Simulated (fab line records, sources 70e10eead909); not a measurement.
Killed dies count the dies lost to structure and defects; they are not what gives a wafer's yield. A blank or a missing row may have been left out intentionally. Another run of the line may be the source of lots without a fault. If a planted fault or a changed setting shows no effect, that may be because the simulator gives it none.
fab line records -- flow nand-harc -- part 1 of 2: steps 1 to 3 of 6
record: lots: 24, wafers: 72, last-day: 34
route steps=1302 shown A_STAIRCASE@743
lots untouched by any fault: they come from a run of this same line in which no faults occurred
start-h: hours from the record's opening day to when the first of the lot's shown wafers began -- wait-h: hours since the lot's step before -- " unchanged from the row above -- L1.1+2: a row that stands for several wafers -- - no value, or no start was given -- * or withheld: withheld -- < > ~ a bound
route shown NAME@n: NAME is a module with steps in the file, n the number in the route of the first one -- usual: mean/standard deviation taken from wafers without a fault -- same: alike in all rows -- chamber/n: place in a boat -- sites: each site's reading -- _std_site: the standard deviation of these -- _edge_site: inner sites' mean taken away from outer sites' mean -- radius-mm: how far each site lies from the wafer's centre -- mask NAME#n: copy n -- behind: tool/chamber where the wafer was last shaped -- hold: cause of the lot's hold/its duration in hours/its outcome -- device: the transistor (n, p or np) that didn't switch -- end of line: tests run on the same wafers once the route is complete -- for a step that has no rows: nothing shown but its recipe -- killed: dies that structure and defects cost at the first sort, which is not the same as the wafer's yield -- map: shows each die of a wafer: x if killed, . if not, _ if none is there
set.NAME: the run value of the setting; set.NAME@STEP: its run value at that earlier step -- model.NAME: the simulator's own value behind a step, which no gauge read
one table for each step of the route and one row for each wafer, over a sample of lots
services: when a tool's chamber went out of use (start-h, in hours from the record's first day, below 0 if earlier), for how many hours, and the reason
== steps ==
step: NHARC_A_STAIRCASE_TRIM_229
recipe: time-s: 211.2, o2-flow-sccm: 500, ar-flow-sccm: 0, bias-w: 0, chemistry: O2
usual: drypump-motor-current-A: 6.0/0.34, o2-flow-sccm: 499.9/1.6, oes-product-au: 1.001/0.0078, rf-vpp-V: 57.7/0.94, showerhead-plenum-p-Torr: 3.54/0.17, throttle-valve-pct: 17.035/0.0095
lot.wafer,tool,chamber,start-h,wait-h,drypump-motor-current-A,o2-flow-sccm,oes-product-au,rf-hours-counter-h,rf-vpp-V,showerhead-plenum-p-Torr,throttle-valve-pct
L076.2,rie-diel-07,2,369.17,0.1,5.9,498.9,1.004,21,57.8,3.49,17.039
L076.3,rie-diel-07,3,369.17,0.1,6.2,501.0,0.993,20,57.1,3.73,17.031
L076.6,rie-diel-07,3,369.17,0.1,6.1,502.0,0.988,-,58.0,3.73,17.032
L075.3,rie-diel-05,3,369.35,0.1,5.5,500.2,0.993,47,57.2,3.48,17.037
L075.4,rie-diel-05,1,369.35,0.1,5.5,498.3,0.999,45,58.3,3.72,17.022
L075.1,rie-diel-05,2,369.35,0.1,5.3,499.8,1.008,44,57.7,3.65,17.052
L074.2,rie-diel-07,1,374.74,0.1,5.7,501.1,0.995,24,57.6,3.34,17.018
L074.3,rie-diel-07,3,374.74,0.1,6.2,504.1,0.991,20,57.6,3.73,17.035
L074.4,rie-diel-07,0,374.74,0.1,6.1,497.0,1.010,25,55.7,3.28,17.034
L078.1,rie-diel-07,3,404.31,0.1,6.2,499.8,0.992,33,58.8,3.72,17.025
L078.4,rie-diel-07,3,404.31,0.1,6.1,501.1,0.998,-,57.8,3.72,17.026
L078.5,rie-diel-07,2,404.31,0.1,6.0,499.0,1.001,-,57.2,3.48,17.049
L077.2,rie-diel-13,2,410.29,0.1,6.3,499.3,0.994,19,59.6,3.80,17.024
L077.3,rie-diel-13,3,410.29,0.1,6.0,501.4,1.006,20,56.2,3.34,17.027
L077.6,rie-diel-13,0,410.29,0.1,6.5,501.8,1.010,-,56.3,3.36,17.032
L080.4,rie-diel-13,1,415.88,0.1,6.4,500.9,1.000,21,55.6,3.66,17.042
L080.3,rie-diel-13,3,415.88,0.1,6.1,502.2,1.006,23,59.4,3.34,17.032
L080.5,rie-diel-13,2,415.88,0.1,6.3,497.0,1.002,-,58.5,3.80,17.019
L079.1,rie-diel-07,2,416.99,0.1,5.9,498.8,1.007,39,58.6,3.48,17.034
L079.4,rie-diel-07,1,416.99,0.1,5.7,501.1,0.991,33,58.8,3.33,17.052
L079.6,rie-diel-07,2,416.99,0.1,5.9,500.9,1.023,-,59.0,3.48,17.025
L081.2,rie-diel-07,3,441.47,0.1,6.2,498.3,0.988,50,57.5,3.72,17.029
L081.3,rie-diel-07,0,441.47,0.1,6.1,500.8,1.009,53,56.8,3.26,17.042
L081.6,rie-diel-07,0,441.47,0.1,6.1,499.9,1.009,-,57.8,3.26,17.034
L082.1,rie-diel-05,0,450.24,0.1,6.2,499.1,1.002,10,57.6,3.65,17.029
L082.6,rie-diel-05,2,450.24,0.1,5.3,498.1,0.999,-,58.2,3.64,17.020
L082.5,rie-diel-05,3,450.24,0.1,5.5,497.9,1.000,-,58.5,3.47,17.037
L083.4,rie-diel-13,3,450.27,0.1,6.1,499.4,1.005,30,57.9,3.34,17.034
L083.3,rie-diel-13,1,450.27,0.1,6.4,500.2,1.010,30,57.7,3.66,17.037
L083.6,rie-diel-13,0,450.27,0.1,6.5,501.0,1.005,-,56.9,3.36,17.045
L084.3,rie-diel-13,0,467.71,0.1,6.4,499.2,0.989,34,57.9,3.35,17.036
L084.4,rie-diel-13,2,467.71,0.1,6.3,501.5,0.997,33,58.5,3.79,17.025
L084.6,rie-diel-13,0,467.71,0.1,6.4,500.0,0.994,-,57.7,3.35,17.037
L085.3,rie-diel-07,0,468.34,0.1,6.1,501.0,1.002,61,56.7,3.26,17.032
L085.5,rie-diel-07,1,468.34,0.1,5.7,498.5,1.002,-,56.2,3.32,17.034
L085.6,rie-diel-07,2,468.34,0.1,6.0,498.7,1.012,-,57.8,3.47,17.036
L086.4,rie-diel-05,1,484.68,0.1,5.4,501.3,1.013,22,60.2,3.70,17.047
L086.2,rie-diel-05,3,484.68,0.1,5.5,499.3,0.991,20,56.8,3.46,17.037
L086.6,rie-diel-05,1,484.68,0.1,5.5,501.4,1.012,-,57.1,3.70,17.030
L088.3,rie-diel-13,0,498.45,0.1,6.5,498.8,1.011,45,57.3,3.35,17.031
L088.2,rie-diel-13,1,498.45,0.1,6.4,497.5,1.003,45,57.7,3.65,17.030
L088.5,rie-diel-13,2,498.45,0.1,6.3,499.1,0.993,-,58.1,3.78,17.015
L089.3,rie-diel-07,2,502.15,0.1,6.0,501.5,0.999,5,57.8,3.47,17.035
L089.4,rie-diel-07,3,502.15,0.1,6.1,499.6,1.003,6,58.4,3.71,17.049
L089.2,rie-diel-07,0,502.15,0.1,6.1,499.0,1.002,6,57.1,3.81,17.047
L087.2,rie-diel-07,2,503.86,0.1,6.0,498.5,1.003,6,57.0,3.47,17.026
L087.5,rie-diel-07,3,503.86,0.1,6.2,500.4,0.992,-,58.1,3.71,17.038
L087.6,rie-diel-07,0,503.86,0.1,6.1,501.1,0.996,-,58.2,3.81,17.030
L091.4,rie-diel-13,2,514.92,0.1,6.3,502.6,0.994,53,56.9,3.78,17.040
L091.2,rie-diel-13,3,514.92,0.1,6.1,501.0,1.003,53,56.6,3.33,17.041
L091.5,rie-diel-13,2,514.92,0.1,6.3,500.4,0.992,-,57.6,3.78,17.045
L090.2,rie-diel-05,2,518.14,0.1,5.3,496.9,1.007,35,58.3,3.62,17.016
L090.3,rie-diel-05,3,518.14,0.1,5.5,501.9,0.995,31,57.5,3.46,17.039
L090.1,rie-diel-05,0,518.14,0.1,6.2,501.0,1.002,32,58.4,3.64,17.036
L092.2,rie-diel-05,0,540.67,0.1,6.2,502.4,1.007,41,58.5,3.63,17.039
L092.4,rie-diel-05,1,540.67,0.1,5.5,499.2,1.015,43,57.6,3.69,17.041
L092.5,rie-diel-05,1,540.67,0.1,5.5,498.9,1.011,-,58.0,3.69,17.032
L093.2,rie-diel-13,0,543.14,0.1,6.5,502.3,1.011,3,56.6,3.34,17.047
L093.4,rie-diel-13,2,543.14,0.1,6.3,503.3,0.987,3,57.2,3.77,17.041
L093.1,rie-diel-13,3,543.14,0.1,6.1,497.2,0.997,3,56.3,3.32,17.041
L094.2,rie-diel-13,0,567.35,0.1,6.5,501.7,1.001,13,57.8,3.33,17.031
L094.1,rie-diel-13,2,567.35,0.1,6.3,503.5,1.002,11,59.8,3.77,17.030
L094.4,rie-diel-13,3,567.35,0.1,6.1,501.5,1.008,13,56.5,3.32,17.051
L096.4,rie-diel-07,3,578.04,0.1,6.1,499.3,1.003,40,58.7,3.69,17.039
L096.2,rie-diel-07,0,578.04,0.1,6.1,501.7,0.997,39,58.5,3.79,17.038
L096.6,rie-diel-07,3,578.04,0.1,6.1,499.0,0.994,-,57.9,3.69,17.027
L095.4,rie-diel-07,1,584.84,0.1,5.7,497.8,1.005,39,56.7,3.30,17.047
L095.2,rie-diel-07,2,584.84,0.1,6.0,501.2,0.998,13,56.2,3.46,17.022
L095.5,rie-diel-07,1,584.84,0.1,5.7,499.3,0.989,-,57.4,3.30,17.030
L097.4,rie-diel-05,1,600.20,0.1,5.5,499.1,0.981,2,57.9,3.68,17.032
L097.2,rie-diel-05,3,600.20,0.1,5.5,500.0,0.990,2,55.8,3.44,17.038
L097.6,rie-diel-05,1,600.20,0.1,5.5,500.3,0.995,-,59.4,3.68,17.029
step: NHARC_A_STAIRCASE_TRIM_231
recipe: time-s: 211.2, o2-flow-sccm: 500, ar-flow-sccm: 0, bias-w: 0, chemistry: O2
usual: drypump-motor-current-A: 6.0/0.33, o2-flow-sccm: 500.1/1.4, oes-product-au: 1.003/0.0074, rf-vpp-V: 57.8/0.89, showerhead-plenum-p-Torr: 3.54/0.18, throttle-valve-pct: 17.038/0.0096
lot.wafer,tool,chamber,start-h,wait-h,drypump-motor-current-A,o2-flow-sccm,oes-product-au,rf-hours-counter-h,rf-vpp-V,showerhead-plenum-p-Torr,throttle-valve-pct
L076.3,rie-diel-07,1,-,-,5.7,497.3,1.005,23,57.6,3.34,17.041
L076.2,rie-diel-07,2,-,-,5.9,499.3,1.010,21,56.6,3.49,17.039
L076.6,rie-diel-07,0,-,-,6.1,500.0,1.009,-,56.4,3.28,17.034
L075.3,rie-diel-05,0,-,-,6.2,498.4,1.000,45,57.2,3.66,17.055
L075.1,rie-diel-05,2,-,-,5.3,498.0,1.009,44,57.0,3.65,17.028
L075.4,rie-diel-05,3,-,-,5.5,501.4,0.996,47,57.0,3.48,17.020
L074.3,rie-diel-07,2,-,-,6.0,499.4,1.008,22,55.8,3.49,17.050
L074.4,rie-diel-07,3,-,-,6.1,500.1,0.994,20,58.6,3.73,17.036
L074.2,rie-diel-07,0,-,-,6.1,499.1,1.008,25,57.2,3.28,17.039
L078.1,rie-diel-07,2,-,-,6.0,498.8,1.007,32,57.3,3.48,17.040
L078.5,rie-diel-07,3,-,-,6.1,499.1,0.994,-,57.0,3.72,17.042
L078.4,rie-diel-07,0,-,-,6.1,499.2,0.998,-,57.0,3.27,17.034
L077.2,rie-diel-13,2,-,-,6.3,497.9,1.001,19,58.6,3.80,17.045
L077.3,rie-diel-13,3,-,-,6.1,498.7,1.015,20,58.1,3.35,17.046
L077.6,rie-diel-13,2,-,-,6.3,499.3,0.995,-,59.4,3.80,17.033
L080.3,rie-diel-13,0,-,-,6.5,501.4,0.999,22,55.7,3.36,17.028
L080.4,rie-diel-13,1,-,-,6.4,500.6,1.001,21,58.8,3.66,17.034
L080.5,rie-diel-13,0,-,-,6.5,501.7,1.004,-,58.3,3.36,17.030
L079.4,rie-diel-07,3,-,-,6.2,499.8,0.993,40,58.8,3.72,17.041
L079.1,rie-diel-07,0,-,-,6.1,498.9,0.995,46,57.8,3.27,17.036
L079.6,rie-diel-07,3,-,-,6.1,501.3,0.989,-,58.5,3.72,17.023
L081.3,rie-diel-07,2,-,-,5.9,500.2,1.016,50,57.8,3.47,17.032
L081.2,rie-diel-07,0,-,-,6.1,502.6,1.007,53,57.3,3.26,17.044
L081.6,rie-diel-07,3,-,-,6.1,500.5,1.001,-,58.6,3.72,17.039
L083.3,rie-diel-13,3,-,-,6.1,502.5,0.995,30,57.9,3.34,17.057
L083.4,rie-diel-13,2,-,-,6.3,500.2,1.006,30,57.8,3.79,17.045
L083.6,rie-diel-13,0,-,-,6.5,499.6,0.997,-,56.8,3.36,17.028
L082.1,rie-diel-05,1,-,-,5.5,499.1,1.005,9,58.8,3.71,17.039
L082.6,rie-diel-05,3,-,-,5.5,501.9,0.997,-,58.1,3.47,17.064
L082.5,rie-diel-05,0,-,-,6.2,498.6,1.007,-,57.0,3.65,17.051
L084.3,rie-diel-13,2,-,-,6.3,499.4,0.994,33,58.1,3.79,17.038
L084.4,rie-diel-13,3,-,-,6.1,498.8,0.999,34,56.8,3.34,17.028
L084.6,rie-diel-13,3,-,-,6.1,499.0,1.005,-,57.3,3.34,17.040
L085.3,rie-diel-07,0,-,-,6.1,498.5,1.004,62,56.1,3.26,17.026
L085.6,rie-diel-07,3,-,-,6.1,498.9,0.998,-,57.3,3.71,17.030
L085.5,rie-diel-07,0,-,-,6.1,498.1,1.003,-,57.3,3.26,17.041
L086.4,rie-diel-05,0,-,-,6.2,500.3,1.009,21,58.1,3.64,17.021
L086.2,rie-diel-05,3,-,-,5.5,502.0,0.993,20,58.2,3.46,17.038
L086.6,rie-diel-05,1,-,-,5.5,501.9,1.006,-,58.2,3.70,17.031
L088.3,rie-diel-13,1,-,-,6.4,499.5,1.009,46,59.7,3.65,17.031
L088.2,rie-diel-13,2,-,-,6.3,500.2,0.999,44,57.3,3.78,17.044
L088.5,rie-diel-13,0,-,-,6.5,501.1,0.999,-,57.1,3.35,17.023
L089.2,rie-diel-07,1,-,-,5.7,499.5,0.998,3,58.7,3.32,17.052
L089.4,rie-diel-07,3,-,-,6.1,496.0,0.995,6,57.9,3.71,17.053
L089.3,rie-diel-07,0,-,-,6.1,500.1,1.011,6,59.6,3.80,17.034
L087.2,rie-diel-07,3,-,-,6.2,499.8,0.994,7,58.9,3.71,17.024
L087.6,rie-diel-07,3,-,-,6.1,500.2,1.004,-,57.6,3.71,17.020
L087.5,rie-diel-07,0,-,-,6.1,498.9,0.997,-,58.9,3.80,17.051
L091.2,rie-diel-13,2,-,-,6.3,502.5,0.989,53,59.2,3.78,17.042
L091.4,rie-diel-13,0,-,-,6.5,499.7,1.002,51,56.7,3.34,17.040
L091.5,rie-diel-13,2,-,-,6.3,502.6,0.997,-,58.2,3.78,17.043
L090.2,rie-diel-05,2,-,-,5.3,503.0,1.010,35,58.0,3.62,17.037
L090.3,rie-diel-05,3,-,-,5.5,497.0,1.002,31,57.7,3.46,17.033
L090.1,rie-diel-05,1,-,-,5.5,499.6,1.008,34,58.0,3.69,17.051
L092.2,rie-diel-05,0,-,-,6.2,503.3,1.013,41,57.4,3.63,17.039
L092.4,rie-diel-05,1,-,-,5.5,497.7,1.014,43,57.3,3.69,17.027
L092.5,rie-diel-05,3,-,-,5.5,501.5,1.009,-,56.9,3.45,17.023
L093.2,rie-diel-13,3,-,-,6.1,501.2,0.994,3,57.5,3.32,17.041
L093.1,rie-diel-13,0,-,-,6.5,500.4,1.004,3,57.5,3.34,17.016
L093.4,rie-diel-13,1,-,-,6.4,500.7,1.009,3,57.9,3.64,17.055
L094.4,rie-diel-13,1,-,-,6.4,500.3,1.004,11,58.5,3.64,17.046
L094.1,rie-diel-13,3,-,-,6.1,501.2,0.996,13,55.7,3.32,17.045
L094.2,rie-diel-13,0,-,-,6.5,500.8,1.013,14,58.8,3.34,17.031
L096.2,rie-diel-07,2,-,-,5.9,499.6,1.008,8,58.3,3.46,17.037
L096.4,rie-diel-07,3,-,-,6.1,500.0,0.996,40,58.1,3.69,17.054
L096.6,rie-diel-07,0,-,-,6.1,499.3,1.001,-,58.5,3.79,17.031
L095.4,rie-diel-07,3,-,-,6.1,498.9,0.983,44,57.6,3.69,17.058
L095.2,rie-diel-07,0,-,-,6.1,501.8,0.998,42,57.6,3.78,17.047
L095.5,rie-diel-07,1,-,-,5.7,499.0,1.001,-,58.3,3.30,17.048
L097.2,rie-diel-05,1,-,-,5.5,501.8,0.993,2,58.3,3.68,17.028
L097.4,rie-diel-05,3,-,-,5.5,501.7,0.996,2,57.0,3.44,17.036
L097.6,rie-diel-05,1,-,-,5.5,501.8,1.007,-,59.7,3.68,17.023
step: NHARC_A_STAIRCASE_TRIM_235
recipe: time-s: 211.2, o2-flow-sccm: 500, ar-flow-sccm: 0, bias-w: 0, chemistry: O2
usual: drypump-motor-current-A: 6.0/0.33, o2-flow-sccm: 500.2/1.5, oes-product-au: 1.001/0.0081, rf-vpp-V: 57.8/0.88, showerhead-plenum-p-Torr: 3.54/0.18, throttle-valve-pct: 17.037/0.01
lot.wafer,tool,chamber,start-h,wait-h,drypump-motor-current-A,o2-flow-sccm,oes-product-au,rf-hours-counter-h,rf-vpp-V,showerhead-plenum-p-Torr,throttle-valve-pct
L076.3,rie-diel-07,1,-,-,5.7,500.9,0.983,23,57.2,3.34,17.023
L076.2,rie-diel-07,3,-,-,6.2,504.3,0.982,20,58.6,3.73,17.037
L076.6,rie-diel-07,0,-,-,6.1,500.0,0.991,-,58.0,3.28,17.027
L075.1,rie-diel-05,1,-,-,5.5,501.8,1.005,45,59.3,3.72,17.040
L075.4,rie-diel-05,2,-,-,5.3,501.0,1.008,44,59.2,3.65,17.017
L075.3,rie-diel-05,3,-,-,5.5,501.3,1.005,47,57.7,3.48,17.029
L074.4,rie-diel-07,3,-,-,6.1,499.5,0.990,21,57.1,3.73,17.038
L074.3,rie-diel-07,1,-,-,5.7,499.7,0.979,24,57.9,3.34,17.028
L074.2,rie-diel-07,2,-,-,5.9,501.1,1.010,23,56.3,3.49,17.056
L078.1,rie-diel-07,2,-,-,6.0,500.6,1.016,32,57.1,3.48,17.055
L078.5,rie-diel-07,0,-,-,6.1,499.3,1.008,-,58.1,3.27,17.041
L078.4,rie-diel-07,2,-,-,5.9,501.3,1.016,-,55.9,3.48,17.026
L077.3,rie-diel-13,3,-,-,6.1,500.8,1.011,21,59.4,3.34,17.029
L077.2,rie-diel-13,0,-,-,6.4,500.1,0.999,20,58.8,3.36,17.041
L077.6,rie-diel-13,3,-,-,6.1,500.5,1.004,-,58.5,3.34,17.025
L080.4,rie-diel-13,1,-,-,6.4,498.6,0.996,21,57.0,3.66,17.060
L080.3,rie-diel-13,2,-,-,6.3,500.8,0.991,22,58.7,3.80,17.016
L080.5,rie-diel-13,0,-,-,6.5,502.5,0.993,-,56.9,3.36,17.051
L079.1,rie-diel-07,2,-,-,6.0,499.7,1.008,39,58.3,3.48,17.036
L079.4,rie-diel-07,0,-,-,6.1,500.1,1.011,46,56.8,3.27,17.038
L079.6,rie-diel-07,2,-,-,5.9,500.3,1.007,-,56.6,3.48,17.038
L081.2,rie-diel-07,2,-,-,6.0,499.7,1.013,50,57.5,3.47,17.038
L081.3,rie-diel-07,0,-,-,6.1,501.1,1.003,53,57.8,3.26,17.032
L081.6,rie-diel-07,2,-,-,5.9,498.1,0.999,-,58.9,3.47,17.038
L083.4,rie-diel-13,0,-,-,6.5,500.4,0.997,31,58.4,3.36,17.035
L083.3,rie-diel-13,2,-,-,6.3,499.5,0.996,30,58.8,3.79,17.036
L083.6,rie-diel-13,1,-,-,6.4,501.5,0.997,-,57.3,3.66,17.055
L082.1,rie-diel-05,0,-,-,6.2,502.1,1.006,11,57.7,3.65,17.024
L082.6,rie-diel-05,3,-,-,5.5,500.6,0.993,-,57.1,3.47,17.036
L082.5,rie-diel-05,0,-,-,6.2,502.2,1.000,-,56.7,3.65,17.042
L084.4,rie-diel-13,0,-,-,6.5,500.9,1.004,34,57.0,3.35,17.040
L084.3,rie-diel-13,3,-,-,6.1,501.2,1.006,34,56.5,3.34,17.043
L084.6,rie-diel-13,1,-,-,6.4,496.9,1.000,-,56.7,3.66,17.059
L085.3,rie-diel-07,2,-,-,6.0,498.0,1.009,58,58.0,3.47,17.044
L085.6,rie-diel-07,2,-,-,6.0,498.4,1.000,-,56.7,3.47,17.036
L085.5,rie-diel-07,3,-,-,6.2,501.0,0.994,-,58.2,3.71,17.054
L086.2,rie-diel-05,2,-,-,5.3,499.2,1.009,28,57.8,3.63,17.043
L086.4,rie-diel-05,0,-,-,6.2,498.2,1.001,24,59.8,3.64,17.039
L086.6,rie-diel-05,1,-,-,5.5,501.1,1.011,-,57.8,3.70,17.042
L088.2,rie-diel-13,1,-,-,6.4,499.6,1.005,46,58.8,3.65,17.013
L088.3,rie-diel-13,0,-,-,6.5,498.6,0.995,46,58.3,3.35,17.051
L088.5,rie-diel-13,2,-,-,6.3,500.9,0.989,-,57.4,3.78,17.026
L089.3,rie-diel-07,0,-,-,6.1,499.2,1.001,6,58.5,3.80,17.033
L089.4,rie-diel-07,2,-,-,6.0,502.7,0.997,6,57.2,3.47,17.032
L089.2,rie-diel-07,3,-,-,6.1,501.2,0.995,6,58.3,3.71,17.047
L087.2,rie-diel-07,2,-,-,5.9,499.9,1.009,6,57.6,3.47,17.038
L087.5,rie-diel-07,0,-,-,6.1,500.8,1.008,-,59.5,3.80,17.026
L087.6,rie-diel-07,1,-,-,5.7,500.8,0.999,-,57.6,3.32,17.043
L091.4,rie-diel-13,0,-,-,6.4,500.2,0.996,52,55.9,3.34,17.047
L091.2,rie-diel-13,2,-,-,6.2,498.6,0.995,53,57.5,3.78,17.060
L091.5,rie-diel-13,3,-,-,6.1,498.6,1.001,-,58.3,3.33,17.036
L090.2,rie-diel-05,2,-,-,5.3,498.3,0.999,38,58.2,3.62,17.060
L090.3,rie-diel-05,3,-,-,5.5,497.9,0.999,33,57.7,3.45,17.029
L090.1,rie-diel-05,0,-,-,6.2,501.6,0.997,36,58.6,3.64,17.046
L092.2,rie-diel-05,0,-,-,6.2,500.0,1.003,41,58.1,3.63,17.037
L092.4,rie-diel-05,2,-,-,5.3,499.6,1.011,45,57.5,3.62,17.042
L092.5,rie-diel-05,0,-,-,6.2,498.4,1.002,-,58.3,3.63,17.040
L093.4,rie-diel-13,0,-,-,6.5,498.0,1.010,3,58.2,3.34,17.034
L093.1,rie-diel-13,1,-,-,6.4,500.6,1.003,3,57.6,3.64,17.044
L093.2,rie-diel-13,2,-,-,6.3,499.0,1.008,3,58.1,3.77,17.014
L094.4,rie-diel-13,3,-,-,6.1,502.8,1.003,14,56.6,3.32,17.036
L094.2,rie-diel-13,0,-,-,6.5,500.7,1.004,14,56.1,3.34,17.023
L094.1,rie-diel-13,1,-,-,6.4,500.4,1.004,11,58.7,3.64,17.026
L096.2,rie-diel-07,1,-,-,5.7,497.2,0.990,36,57.4,3.30,17.029
L096.4,rie-diel-07,2,-,-,5.9,501.8,1.009,8,57.7,3.46,17.060
L096.6,rie-diel-07,0,-,-,6.1,499.4,1.012,-,58.2,3.79,17.047
L095.4,rie-diel-07,0,-,-,6.1,499.5,1.010,42,58.6,3.78,17.039
L095.2,rie-diel-07,2,-,-,6.0,498.9,1.000,13,57.2,3.46,17.032
L095.5,rie-diel-07,1,-,-,5.7,499.4,0.994,-,58.5,3.30,17.025
L097.2,rie-diel-05,0,-,-,6.2,502.8,0.996,3,57.5,3.62,17.031
L097.4,rie-diel-05,3,-,-,5.5,500.0,1.000,3,58.6,3.44,17.042
L097.6,rie-diel-05,1,-,-,5.5,500.9,0.997,-,58.5,3.68,17.037
